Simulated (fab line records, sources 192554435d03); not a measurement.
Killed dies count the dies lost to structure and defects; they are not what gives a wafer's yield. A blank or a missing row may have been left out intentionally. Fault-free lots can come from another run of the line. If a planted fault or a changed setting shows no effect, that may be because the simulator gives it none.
fab line records	flow n5Finfet
record: lots: 24	wafers: 72	lastDay: 17
route steps=1938 shown BEOL_M3@1012 BEOL_M4@1035
lots untouched by any fault: they come from a run of this same line in which no faults occurred
startH: the number of hours between the record's first day and the start of the first shown wafer of the lot	waitH: hours from the lot's prior step to this one	" as in the row above	L1.1+2: one row covering several wafers at once	- either no value or no given start	* or withheld: withheld	< > ~ a bound
route shown NAME@n: names a module that has steps shown in the file, with the first one's number in the route	usual: the fault-free wafers' mean and standard deviation	same: alike in all rows	chamber/n: place in a boat	sites: the reading at each site	_std_site: standard deviation of those values	_edge_site: mean of outer sites minus mean of inner sites	radiusMm: how far each site lies from the wafer's centre	mask NAME#n: copy n	behind: tool/chamber where the wafer was last shaped	hold: the reason the lot was held/the length of the hold in hours/how it ended	device: which transistor (n, p or np) failed to switch	end of line: the tests these same wafers got at the end of their route	a step given without rows: its recipe and nothing more	killed: count of dies lost to structure and defects at first sort (not the wafer's yield)	map: the dies of a wafer, with x for killed, . for not killed, _ for no die there
set.NAME: the setting that was run; set.NAME@STEP: the one run at that earlier step	model.NAME: the simulator's own value behind a step, which no gauge read
one table for each step of the route and one row for each wafer, over a sample of lots
services: a tool's chamber out of use, with start hour (startH, from the record's first day; less than 0 if before it), hours out, and reason
== steps ==
step: N5_BEOL_M3_ANNEAL_51
recipe: tempC: 225	timeS: 90	ambient: N2
usual: wafer_temp_C_max: 225.99/0.26
lot.wafer	tool	chamber	startH	waitH	wafer_temp_C_max
L074.1	rtpAnneal-01	0	153.60	0.1	226.05
L074.4	"	0	"	"	226.06
L074.5	"	0	"	"	226.01
L075.1	rtpAnneal-01	0	163.32	0.1	226.57
L075.4	"	0	"	"	226.67
L075.6	"	0	"	"	226.25
L076.1	rtpAnneal-01	0	169.74	0.1	225.88
L076.5	"	0	"	"	225.68
L076.6	"	0	"	"	225.95
L078.1	rtpAnneal-02	0	169.98	0.1	225.93
L078.3	"	0	"	"	225.60
L078.6	"	0	"	"	225.90
L077.2	rtpAnneal-01	0	172.20	0.5	225.81
L077.5	"	0	"	"	226.28
L077.6	"	0	"	"	225.95
L079.1	rtpAnneal-02	0	181.23	0.1	226.22
L079.2	"	0	"	"	225.97
L079.4	"	0	"	"	226.06
L080.3	rtpAnneal-02	0	188.77	0.1	225.68
L080.4	"	0	"	"	225.30
L080.5	"	0	"	"	225.60
L081.2	rtpAnneal-01	0	200.69	0.1	225.91
L081.5	"	0	"	"	225.98
L081.6	"	0	"	"	225.62
L082.2	rtpAnneal-01	0	202.30	0.4	226.20
L082.3	"	0	"	"	225.84
L082.6	"	0	"	"	226.31
L083.1	rtpAnneal-02	0	205.64	0.1	225.97
L083.2	"	0	"	"	225.85
L083.3	"	0	"	"	225.97
L084.1	rtpAnneal-01	0	218.05	0.1	225.73
L084.5	"	0	"	"	226.07
L084.6	"	0	"	"	226.08
L086.1	rtpAnneal-01	0	220.29	0.1	226.00
L086.2	"	0	"	"	226.07
L086.6	"	0	"	"	226.39
L085.3	rtpAnneal-01	0	220.69	0.1	225.83
L085.5	"	0	"	"	226.35
L085.6	"	0	"	"	226.44
L087.1	rtpAnneal-02	0	229.08	0.1	226.30
L087.3	"	0	"	"	225.87
L087.4	"	0	"	"	226.02
L088.2	rtpAnneal-01	0	230.96	0.1	225.98
L088.3	"	0	"	"	226.26
L088.5	"	0	"	"	225.90
L089.2	rtpAnneal-01	0	260.72	0.1	225.76
L089.4	"	0	"	"	225.97
L089.6	"	0	"	"	226.40
L090.2	rtpAnneal-01	0	260.99	0.2	226.24
L090.3	"	0	"	"	225.89
L090.5	"	0	"	"	225.88
L092.1	rtpAnneal-02	0	263.99	0.1	226.01
L092.2	"	0	"	"	225.89
L092.5	"	0	"	"	225.53
L091.2	rtpAnneal-02	0	268.94	0.1	225.82
L091.4	"	0	"	"	225.66
L091.6	"	0	"	"	225.68
L093.1	rtpAnneal-01	0	275.31	0.1	225.97
L093.3	"	0	"	"	225.82
L093.5	"	0	"	"	226.01
L094.1	rtpAnneal-01	0	285.94	0.1	226.54
L094.3	"	0	"	"	226.51
L094.5	"	0	"	"	225.82
L097.1	rtpAnneal-01	0	290.38	0.1	226.72
L097.2	"	0	"	"	225.94
L097.4	"	0	"	"	226.00
L096.2	rtpAnneal-02	0	292.22	0.1	225.89
L096.4	"	0	"	"	225.91
L096.6	"	0	"	"	226.29
L095.2	rtpAnneal-02	0	292.61	0.2	225.99
L095.3	"	0	"	"	225.44
L095.4	"	0	"	"	225.71
step: N5_BEOL_M4_OVL_MEAS_12
recipe: pointsPerWafer: 522
usual: M4_OVL: 0.0/0.66
lot.wafer	tool	chamber	startH	waitH	M4_OVL[nm]
L074.1	overlay-02	0	155.66	0.0	0.6
L074.4	"	0	"	"	0.2
L074.5	"	0	"	"	-0.1
L075.1	overlay-01	0	165.24	0.0	0.7
L075.4	"	0	"	"	0.2
L075.6	"	0	"	"	0.5
L076.1	overlay-01	0	171.91	0.0	-0.7
L076.5	"	0	"	"	0.4
L076.6	"	0	"	"	-0.1
L078.1	overlay-01	0	172.01	0.0	0.5
L078.3	"	0	"	"	0.0
L078.6	"	0	"	"	-0.6
L077.2	overlay-01	0	174.73	0.0	-0.1
L077.5	"	0	"	"	0.1
L077.6	"	0	"	"	-0.9
L079.1	overlay-01	0	185.13	0.0	0.4
L079.2	"	0	"	"	0.1
L079.4	"	0	"	"	2.1
L080.3	overlay-01	0	194.85	0.0	-0.3
L080.4	"	0	"	"	-0.2
L080.5	"	0	"	"	-0.3
L081.2	overlay-01	0	202.85	0.0	0.6
L081.5	"	0	"	"	0.1
L081.6	"	0	"	"	0.2
L082.2	overlay-02	0	205.67	0.0	-0.5
L082.3	"	0	"	"	-0.1
L082.6	"	0	"	"	0.4
L083.1	overlay-02	0	207.77	0.0	0.3
L083.2	"	0	"	"	-0.8
L083.3	"	0	"	"	0.5
L084.1	overlay-01	0	221.00	0.0	-0.1
L084.5	"	0	"	"	0.7
L084.6	"	0	"	"	1.6
L086.1	overlay-01	0	222.34	0.0	-0.9
L086.2	"	0	"	"	-1.2
L086.6	"	0	"	"	-0.7
L085.3	overlay-01	0	224.49	0.0	0.1
L085.5	"	0	"	"	-0.4
L085.6	"	0	"	"	-0.4
L087.1	overlay-02	0	231.02	0.0	-0.3
L087.3	"	0	"	"	-0.8
L087.4	"	0	"	"	-0.3
L088.2	overlay-01	0	234.75	0.0	0.2
L088.3	"	0	"	"	0.7
L088.5	"	0	"	"	0.8
L089.2	overlay-01	0	263.32	0.0	-0.5
L089.4	"	0	"	"	-1.7
L089.6	"	0	"	"	-0.6
L090.2	overlay-02	0	263.36	0.0	-0.1
L090.3	"	0	"	"	-1.5
L090.5	"	0	"	"	-0.8
L092.1	overlay-02	0	266.34	0.0	0.5
L092.2	"	0	"	"	0.0
L092.5	"	0	"	"	0.0
L091.2	overlay-01	0	270.64	0.0	-0.6
L091.4	"	0	"	"	-0.7
L091.6	"	0	"	"	0.0
L093.1	overlay-02	0	277.54	0.0	-1.1
L093.3	"	0	"	"	0.1
L093.5	"	0	"	"	-0.4
L094.1	overlay-01	0	287.94	0.0	-0.5
L094.3	"	0	"	"	0.0
L094.5	"	0	"	"	-0.1
L097.1	overlay-02	0	292.03	0.0	0.2
L097.2	"	0	"	"	0.7
L097.4	"	0	"	"	0.6
L096.2	overlay-02	0	293.69	0.0	0.4
L096.4	"	0	"	"	0.9
L096.6	"	0	"	"	0.6
L095.2	overlay-02	0	294.27	0.0	-0.7
L095.3	"	0	"	"	-1.3
L095.4	"	0	"	"	-1.5
step: N5_BEOL_M4_OVL_MEAS_29
recipe: pointsPerWafer: 522
usual: V3_OVL: -0.2/0.61
lot.wafer	tool	chamber	startH	waitH	V3_OVL[nm]
L074.1	overlay-02	0	156.66	0.0	-0.5
L074.4	"	0	"	"	1.0
L074.5	"	0	"	"	-0.6
L075.1	overlay-01	0	166.24	0.0	-1.0
L075.4	"	0	"	"	-0.1
L075.6	"	0	"	"	-0.1
L076.1	overlay-02	0	172.91	0.0	1.0
L076.5	"	0	"	"	-0.3
L076.6	"	0	"	"	0.0
L078.1	overlay-02	0	173.09	0.0	-0.5
L078.3	"	0	"	"	-0.9
L078.6	"	0	"	"	-0.7
L077.2	overlay-01	0	176.35	0.0	-0.6
L077.5	"	0	"	"	-0.8
L077.6	"	0	"	"	-0.3
L079.1	overlay-02	0	186.08	0.0	-1.1
L079.2	"	0	"	"	-0.4
L079.4	"	0	"	"	-0.7
L080.3	overlay-02	0	195.91	0.0	-0.7
L080.4	"	0	"	"	0.4
L080.5	"	0	"	"	-1.2
L081.2	overlay-01	0	204.27	0.0	0.3
L081.5	"	0	"	"	-1.1
L081.6	"	0	"	"	0.1
L082.2	overlay-01	0	206.83	0.0	-1.5
L082.3	"	0	"	"	-0.1
L082.6	"	0	"	"	-1.1
L083.1	overlay-02	0	208.64	0.0	0.0
L083.2	"	0	"	"	-1.3
L083.3	"	0	"	"	-0.1
L084.1	overlay-01	0	221.88	0.0	-0.6
L084.5	"	0	"	"	-0.4
L084.6	"	0	"	"	-0.5
L086.1	overlay-01	0	223.21	0.0	0.3
L086.2	"	0	"	"	0.2
L086.6	"	0	"	"	-1.2
L085.3	overlay-01	0	225.49	0.0	-0.7
L085.5	"	0	"	"	-0.5
L085.6	"	0	"	"	-0.2
L087.1	overlay-02	0	232.38	0.0	-0.1
L087.3	"	0	"	"	0.0
L087.4	"	0	"	"	0.2
L088.2	overlay-01	0	235.95	0.0	0.0
L088.3	"	0	"	"	0.2
L088.5	"	0	"	"	0.9
L089.2	overlay-02	0	264.19	0.0	0.0
L089.4	"	0	"	"	0.3
L089.6	"	0	"	"	0.5
L090.2	overlay-01	0	264.25	0.0	-0.2
L090.3	"	0	"	"	0.4
L090.5	"	0	"	"	0.6
L092.1	overlay-01	0	267.38	0.0	-1.4
L092.2	"	0	"	"	-0.9
L092.5	"	0	"	"	-1.3
L091.2	overlay-02	0	271.93	0.0	1.0
L091.4	"	0	"	"	-0.2
L091.6	"	0	"	"	0.4
L093.1	overlay-01	0	278.42	0.0	0.9
L093.3	"	0	"	"	0.8
L093.5	"	0	"	"	1.2
L094.1	overlay-01	0	288.94	0.0	-1.0
L094.3	"	0	"	"	1.2
L094.5	"	0	"	"	-0.2
L097.1	overlay-01	0	294.20	0.0	0.8
L097.2	"	0	"	"	0.8
L097.4	"	0	"	"	0.8
L096.2	overlay-02	0	295.05	0.0	-0.8
L096.4	"	0	"	"	-0.4
L096.6	"	0	"	"	-1.0
L095.2	overlay-01	0	295.24	0.0	0.4
L095.3	"	0	"	"	-0.2
L095.4	"	0	"	"	-0.3
step: N5_BEOL_M4_ETCHBACK_99
recipe: chemistry: CHF3	target: SiO2	targetDepthA: 50	timeS: 10.4	sourceW: 215	biasW: 47	Ar_flow_sccm: 200	CHF3_flow_sccm: 12	ionEnergyEv: 100	pressureMtorr: 30
usual: drypumpMotorCurrentA: 5.9/0.43	oesProductAu: 0.78/0.081	rfVppV: 242.5/2.1	showerheadPlenumPTorr: 2.15/0.061	throttleValvePct: 17.08/0.28
lot.wafer	tool	chamber	startH	waitH	drypumpMotorCurrentA	oesProductAu	rfHoursCounterH	rfVppV	showerheadPlenumPTorr	throttleValvePct
L074.1	rieDiel-04	3	163.11	6.2	6.2	0.80	94	244.6	2.08	16.74
L074.4	"	2	"	"	4.9	0.71	193	239.8	2.06	16.87
L074.5	"	1	"	"	5.6	0.67	-	241.4	2.21	17.18
L075.1	rieDiel-03	0	170.76	4.2	6.1	0.91	28	243.0	2.10	16.74
L075.4	"	1	"	"	5.9	0.69	231	239.8	2.13	17.36
L075.6	"	2	"	"	6.0	0.76	-	243.8	2.17	16.95
L076.1	rieDiel-03	0	174.91	1.7	6.1	0.90	29	240.5	2.10	16.76
L076.5	"	0	"	"	6.1	0.90	-	242.9	2.10	16.77
L076.6	"	3	"	"	5.2	0.68	-	240.2	2.21	17.37
L078.1	rieDiel-04	1	177.80	4.4	5.6	0.67	239	242.8	2.21	17.20
L078.3	"	2	"	"	4.9	0.71	198	242.0	2.05	16.86
L078.6	"	2	"	"	4.9	0.70	-	240.6	2.05	16.86
L077.2	rieDiel-04	2	180.64	3.8	4.9	0.70	200	240.7	2.05	16.87
L077.5	"	3	"	"	6.2	0.79	-	243.1	2.08	16.75
L077.6	"	2	"	"	5.0	0.71	-	238.9	2.05	16.86
L079.1	rieDiel-03	2	188.37	1.1	6.0	0.77	119	246.3	2.17	16.97
L079.2	"	0	"	"	6.1	0.89	33	242.5	2.10	16.76
L079.4	"	3	"	"	5.2	0.68	239	240.0	2.21	17.36
L080.3	rieDiel-01	3	198.05	1.8	6.4	0.94	15	245.5	2.28	16.73
L080.4	"	1	"	"	5.9	0.84	92	245.2	2.18	17.13
L080.5	"	3	"	"	6.4	0.94	-	246.5	2.28	16.73
L081.2	rieDiel-01	0	209.43	4.6	5.7	0.73	185	241.9	2.15	16.90
L081.5	"	2	"	"	6.4	0.75	-	244.2	2.15	17.55
L081.6	"	1	"	"	6.0	0.83	-	244.5	2.18	17.14
L082.2	rieDiel-01	1	209.80	2.4	5.9	0.83	95	244.7	2.18	17.14
L082.3	"	3	"	"	6.4	0.94	18	245.9	2.28	16.74
L082.6	"	3	"	"	6.4	0.94	-	246.1	2.28	16.74
L083.1	rieDiel-03	2	213.25	4.3	6.0	0.75	126	244.7	2.17	16.97
L083.2	"	3	"	"	5.2	0.66	247	238.6	2.21	17.39
L083.3	"	1	"	"	5.8	0.67	245	240.3	2.12	17.37
L084.1	rieDiel-01	0	225.80	3.2	5.7	0.73	192	240.9	2.15	16.92
L084.5	"	0	"	"	5.7	0.73	-	241.4	2.15	16.91
L084.6	"	1	"	"	6.0	0.83	-	244.6	2.17	17.14
L086.1	rieDiel-01	1	231.06	7.6	6.0	0.82	105	243.9	2.17	17.14
L086.2	"	0	"	"	5.7	0.73	194	241.6	2.15	16.93
L086.6	"	1	"	"	6.0	0.82	-	243.9	2.17	17.15
L085.3	rieDiel-01	3	233.88	8.1	6.4	0.93	24	245.6	2.28	16.75
L085.5	"	1	"	"	6.0	0.82	-	244.2	2.17	17.17
L085.6	"	0	"	"	5.7	0.73	-	241.4	2.15	16.92
L087.1	rieDiel-01	0	234.25	0.6	5.6	0.73	196	241.8	2.15	16.90
L087.3	"	3	"	"	6.4	0.93	24	243.5	2.28	16.75
L087.4	"	1	"	"	6.0	0.82	106	242.5	2.17	17.14
L088.2	rieDiel-03	0	237.41	1.2	6.1	0.85	53	241.9	2.10	16.78
L088.3	"	2	"	"	6.0	0.75	136	245.0	2.17	16.98
L088.5	"	0	"	"	6.1	0.87	-	241.1	2.10	16.79
L089.2	rieDiel-01	2	265.40	0.9	6.4	0.73	183	244.1	2.14	17.59
L089.4	"	1	"	"	5.9	0.81	116	243.4	2.17	17.16
L089.6	"	1	"	"	6.0	0.81	-	244.1	2.17	17.17
L090.2	rieDiel-04	1	265.44	0.9	5.6	0.94	14	241.9	2.20	16.79
L090.3	"	2	"	"	4.9	0.68	232	238.6	2.04	16.92
L090.5	"	2	"	"	4.9	0.69	-	237.7	2.04	16.93
L092.1	rieDiel-04	2	269.23	1.6	4.9	0.68	234	240.8	2.04	16.91
L092.2	"	3	"	"	6.2	0.75	138	242.6	2.07	16.81
L092.5	"	2	"	"	4.9	0.68	-	238.8	2.04	16.91
L091.2	rieDiel-03	2	272.66	0.4	6.0	0.73	150	246.0	2.16	17.00
L091.4	"	3	"	"	5.2	0.92	-	240.6	2.20	16.93
L091.6	"	0	"	"	6.1	0.85	-	242.6	2.09	16.81
L093.1	rieDiel-01	2	282.59	3.3	6.5	0.73	188	241.6	2.14	17.60
L093.3	"	3	"	"	6.4	0.90	39	245.9	2.28	16.78
L093.5	"	2	"	"	6.4	0.74	-	243.3	2.14	17.60
L094.1	rieDiel-04	0	290.30	1.1	5.7	0.78	135	241.2	2.06	17.35
L094.3	"	2	"	"	4.9	0.68	241	240.1	2.04	16.93
L094.5	"	1	"	"	5.6	0.93	-	242.6	2.20	16.81
L097.1	rieDiel-01	0	297.27	2.8	5.7	0.71	213	241.4	2.14	16.94
L097.2	"	2	"	"	6.4	0.72	194	243.2	2.14	17.60
L097.4	"	3	"	"	6.4	0.89	45	246.3	2.27	16.80
L096.2	rieDiel-01	3	299.86	4.5	6.4	0.89	46	243.5	2.27	16.80
L096.4	"	0	"	"	5.6	0.71	214	241.7	2.14	16.95
L096.6	"	1	"	"	6.0	0.80	-	243.7	2.16	17.18
L095.2	rieDiel-01	3	300.34	4.5	6.4	0.88	46	244.6	2.27	16.81
L095.3	"	0	"	"	5.7	0.71	214	240.3	2.14	16.95
L095.4	"	2	"	"	6.4	0.72	195	243.9	2.14	17.60
step: N5_BEOL_M4_ETCH_41
recipe: chemistry: CH3F/O2	target: SiCN	targetDepthA: 299	taperDeg: 2	timeS: 52.5	ionEnergyEv: 120	maskMaterial: TiN	pressureMtorr: 30	sourceW: 395	biasW: 75	Ar_flow_sccm: 150	CH3F_flow_sccm: 30	O2_flow_sccm: 20
usual: drypumpMotorCurrentA: 5.9/0.43	oesProductAu: 0.78/0.081	rfVppV: 297.4/1.6	showerheadPlenumPTorr: 2.00/0.058	throttleValvePct: 16.32/0.27
lot.wafer	tool	chamber	startH	waitH	drypumpMotorCurrentA	oesProductAu	rfHoursCounterH	rfVppV	showerheadPlenumPTorr	throttleValvePct
L074.1	rieDiel-04	3	-	-	6.2	0.80	94	296.3	1.94	15.98
L074.4	"	2	"	"	4.9	0.71	193	293.9	1.91	16.11
L074.5	"	1	"	"	5.6	0.67	-	299.3	2.06	16.44
L075.1	rieDiel-03	0	-	-	6.1	0.90	28	296.1	1.95	15.99
L075.4	"	1	"	"	5.8	0.68	231	297.4	1.97	16.60
L075.6	"	2	"	"	6.0	0.76	-	297.9	2.02	16.20
L076.1	rieDiel-03	0	-	-	6.1	0.90	29	295.9	1.95	15.99
L076.5	"	0	"	"	6.1	0.90	-	297.5	1.95	16.00
L076.6	"	3	"	"	5.2	0.69	-	300.5	2.06	16.61
L078.1	rieDiel-04	1	-	-	5.6	0.68	240	298.9	2.06	16.45
L078.3	"	2	"	"	5.0	0.71	199	294.9	1.91	16.11
L078.6	"	2	"	"	4.9	0.71	-	294.1	1.91	16.11
L077.2	rieDiel-04	2	-	-	5.0	0.70	200	295.3	1.91	16.13
L077.5	"	3	"	"	6.2	0.80	-	295.0	1.93	16.00
L077.6	"	2	"	"	4.9	0.70	-	294.7	1.91	16.11
L079.1	rieDiel-03	2	-	-	6.0	0.77	119	296.9	2.02	16.20
L079.2	"	0	"	"	6.1	0.90	33	296.0	1.95	15.98
L079.4	"	3	"	"	5.2	0.68	239	298.1	2.06	16.61
L080.3	rieDiel-01	3	-	-	6.4	0.96	15	300.6	2.12	15.99
L080.4	"	1	"	"	6.0	0.83	92	297.1	2.02	16.37
L080.5	"	3	"	"	6.4	0.96	-	300.9	2.13	16.01
L081.2	rieDiel-01	0	-	-	5.7	0.73	185	297.1	1.99	16.15
L081.5	"	2	"	"	6.4	0.75	-	297.3	2.00	16.78
L081.6	"	1	"	"	6.0	0.82	-	296.2	2.02	16.35
L082.2	rieDiel-01	1	-	-	5.9	0.83	96	298.4	2.02	16.35
L082.3	"	3	"	"	6.4	0.95	19	297.9	2.12	15.99
L082.6	"	3	"	"	6.4	0.94	-	299.0	2.12	16.00
L083.1	rieDiel-03	2	-	-	6.0	0.76	126	296.8	2.01	16.20
L083.2	"	3	"	"	5.2	0.68	247	299.3	2.05	16.61
L083.3	"	1	"	"	5.8	0.67	245	298.5	1.97	16.63
L084.1	rieDiel-01	0	-	-	5.7	0.74	192	296.5	1.99	16.15
L084.5	"	0	"	"	5.7	0.73	-	295.7	1.99	16.16
L084.6	"	1	"	"	6.0	0.83	-	297.1	2.02	16.37
L086.1	rieDiel-01	1	-	-	6.0	0.82	105	298.9	2.02	16.39
L086.2	"	0	"	"	5.6	0.73	194	296.2	1.99	16.16
L086.6	"	1	"	"	6.0	0.82	-	296.6	2.02	16.38
L085.3	rieDiel-01	3	-	-	6.4	0.93	24	300.2	2.12	16.00
L085.5	"	1	"	"	5.9	0.82	-	296.7	2.02	16.40
L085.6	"	0	"	"	5.6	0.73	-	296.9	1.99	16.15
L087.1	rieDiel-01	0	-	-	5.7	0.73	196	297.0	1.99	16.16
L087.3	"	3	"	"	6.4	0.93	24	299.8	2.12	16.00
L087.4	"	1	"	"	6.0	0.82	107	296.7	2.02	16.36
L088.2	rieDiel-03	0	-	-	6.1	0.86	53	297.0	1.95	16.04
L088.3	"	2	"	"	6.0	0.74	136	298.0	2.01	16.23
L088.5	"	0	"	"	6.1	0.85	-	296.8	1.95	16.03
L089.2	rieDiel-01	2	-	-	6.5	0.74	183	297.4	1.99	16.82
L089.4	"	1	"	"	6.0	0.81	116	298.3	2.01	16.41
L089.6	"	1	"	"	5.9	0.81	-	297.9	2.01	16.39
L090.2	rieDiel-04	1	-	-	5.6	0.94	14	298.2	2.05	16.04
L090.3	"	2	"	"	4.9	0.68	232	295.3	1.90	16.19
L090.5	"	2	"	"	4.9	0.68	-	294.5	1.90	16.19
L092.1	rieDiel-04	2	-	-	5.0	0.68	234	295.9	1.90	16.17
L092.2	"	3	"	"	6.2	0.76	138	295.7	1.92	16.08
L092.5	"	2	"	"	5.0	0.68	-	295.3	1.90	16.18
L091.2	rieDiel-03	2	-	-	6.0	0.74	150	296.9	2.01	16.26
L091.4	"	3	"	"	5.2	0.92	-	297.7	2.05	16.17
L091.6	"	0	"	"	6.1	0.84	-	295.3	1.94	16.07
L093.1	rieDiel-01	2	-	-	6.4	0.73	188	296.1	1.99	16.84
L093.3	"	3	"	"	6.4	0.89	39	301.2	2.12	16.05
L093.5	"	2	"	"	6.4	0.72	-	295.1	1.99	16.84
L094.1	rieDiel-04	0	-	-	5.7	0.77	135	295.1	1.92	16.61
L094.3	"	2	"	"	4.9	0.68	241	294.3	1.89	16.20
L094.5	"	1	"	"	5.6	0.93	-	298.3	2.05	16.03
L097.1	rieDiel-01	0	-	-	5.6	0.71	213	296.2	1.99	16.19
L097.2	"	2	"	"	6.4	0.73	194	297.2	1.99	16.84
L097.4	"	3	"	"	6.4	0.88	45	300.4	2.11	16.06
L096.2	rieDiel-01	3	-	-	6.3	0.90	46	299.7	2.11	16.05
L096.4	"	0	"	"	5.7	0.71	214	295.7	1.99	16.21
L096.6	"	1	"	"	6.0	0.79	-	298.5	2.01	16.43
L095.2	rieDiel-01	3	-	-	6.4	0.90	46	299.6	2.11	16.05
L095.3	"	0	"	"	5.7	0.70	214	296.8	1.99	16.19
L095.4	"	2	"	"	6.4	0.72	195	296.3	1.99	16.83
step: N5_BEOL_M4_ANNEAL_49
recipe: tempC: 400	timeS: 240	ambient: vacuum
usual: heaterPowerW: 848/82	susceptor_temp_C_max: 400.9/0.4
lot.wafer	tool	chamber	startH	waitH	heaterPowerW	susceptor_temp_C_max
L074.1	pvdSputter-01	-	164.76	0.0	871	400.6
L074.4	"	-	"	"	719	400.5
L074.5	"	-	"	"	701	400.7
L075.1	pvdSputter-01	-	172.52	0.0	859	400.9
L075.4	"	-	"	"	725	400.7
L075.6	"	-	"	"	748	401.5
L076.1	pvdSputter-03	-	178.19	0.0	898	400.4
L076.5	"	-	"	"	901	400.4
L076.6	"	-	"	"	748	401.4
L078.1	pvdSputter-01	-	179.64	0.0	862	400.6
L078.3	"	-	"	"	705	400.6
L078.6	"	-	"	"	960	400.6
L077.2	pvdSputter-03	-	182.18	0.0	870	400.9
L077.5	"	-	"	"	882	400.1
L077.6	"	-	"	"	743	401.5
L079.1	pvdSputter-02	-	192.84	0.0	840	400.3
L079.2	"	-	"	"	925	401.4
L079.4	"	-	"	"	1004	401.0
L080.3	pvdSputter-02	-	200.90	0.0	1028	401.1
L080.4	"	-	"	"	812	400.4
L080.5	"	-	"	"	996	401.1
L081.2	pvdSputter-03	-	211.25	0.0	858	400.8
L081.5	"	-	"	"	846	400.9
L081.6	"	-	"	"	863	400.9
L082.2	pvdSputter-02	-	211.76	0.0	1020	401.4
L082.3	"	-	"	"	907	401.1
L082.6	"	-	"	"	905	401.0
L083.1	pvdSputter-02	-	215.34	0.0	990	400.8
L083.2	"	-	"	"	794	401.2
L083.3	"	-	"	"	843	400.7
L084.1	pvdSputter-01	-	227.86	0.0	735	401.1
L084.5	"	-	"	"	730	400.3
L084.6	"	-	"	"	944	401.2
L086.1	pvdSputter-02	-	232.46	0.0	792	401.0
L086.2	"	-	"	"	890	401.4
L086.6	"	-	"	"	791	401.1
L085.3	pvdSputter-03	-	235.84	0.0	886	400.9
L085.5	"	-	"	"	903	400.4
L085.6	"	-	"	"	740	401.9
L087.1	pvdSputter-02	-	237.55	0.0	863	400.3
L087.3	"	-	"	"	897	401.3
L087.4	"	-	"	"	778	401.5
L088.2	pvdSputter-03	-	239.62	0.0	904	400.4
L088.3	"	-	"	"	868	400.7
L088.5	"	-	"	"	919	400.5
L089.2	pvdSputter-02	-	267.28	0.0	835	401.0
L089.4	"	-	"	"	993	401.0
L089.6	"	-	"	"	984	401.7
L090.2	pvdSputter-03	-	267.90	0.0	908	400.6
L090.3	"	-	"	"	756	400.8
L090.5	"	-	"	"	738	401.4
L092.1	pvdSputter-02	-	271.27	0.0	979	401.5
L092.2	"	-	"	"	908	401.7
L092.5	"	-	"	"	896	401.6
L091.2	pvdSputter-01	-	275.28	0.0	723	400.8
L091.4	"	-	"	"	962	400.6
L091.6	"	-	"	"	852	400.8
L093.1	pvdSputter-03	-	284.00	0.0	847	400.4
L093.3	"	-	"	"	761	401.6
L093.5	"	-	"	"	853	400.4
L094.1	pvdSputter-03	-	292.14	0.0	863	400.6
L094.3	"	-	"	"	911	400.8
L094.5	"	-	"	"	863	400.5
L097.1	pvdSputter-03	-	299.50	0.0	906	400.6
L097.2	"	-	"	"	867	401.1
L097.4	"	-	"	"	848	401.2
L096.2	pvdSputter-01	-	301.32	0.0	700	400.8
L096.4	"	-	"	"	737	401.3
L096.6	"	-	"	"	739	401.1
L095.2	pvdSputter-01	-	303.16	0.0	730	400.7
L095.3	"	-	"	"	703	400.4
L095.4	"	-	"	"	937	401.0
== services ==
tool	chamber	startH	hours	kind
pvdSputter-01	-	130.76	1.0	repair
rieDiel-01	0	143.31	8.5	repair
rieDiel-01	3	144.31	29.9	repair
rieDiel-03	2	156.59	4.1	repair
rieDiel-01	3	179.40	9.7	repair
rieDiel-01	3	189.25	4.4	repair
rieDiel-04	1	204.31	-	clean
rieDiel-04	1	204.31	-	consumableReplace:focusRing
rieDiel-04	1	204.31	27.6	scheduledDown
rieDiel-04	1	204.31	27.6	ventCycle
rieDiel-01	3	218.62	7.3	repair
rieDiel-03	3	224.41	-	clean
rieDiel-03	3	224.41	-	consumableReplace:focusRing
rieDiel-03	3	224.41	16.6	scheduledDown
rieDiel-03	3	224.41	16.6	ventCycle
rieDiel-03	1	241.05	-	clean
rieDiel-03	1	241.05	-	consumableReplace:focusRing
rieDiel-03	1	241.05	19.3	scheduledDown
rieDiel-03	1	241.05	19.3	ventCycle
rieDiel-04	0	264.37	1.6	repair
rieDiel-01	0	279.48	7.2	repair
rieDiel-03	-	290.80	2.8	pm
rieDiel-04	1	291.19	8.4	repair
== key ==
fault none
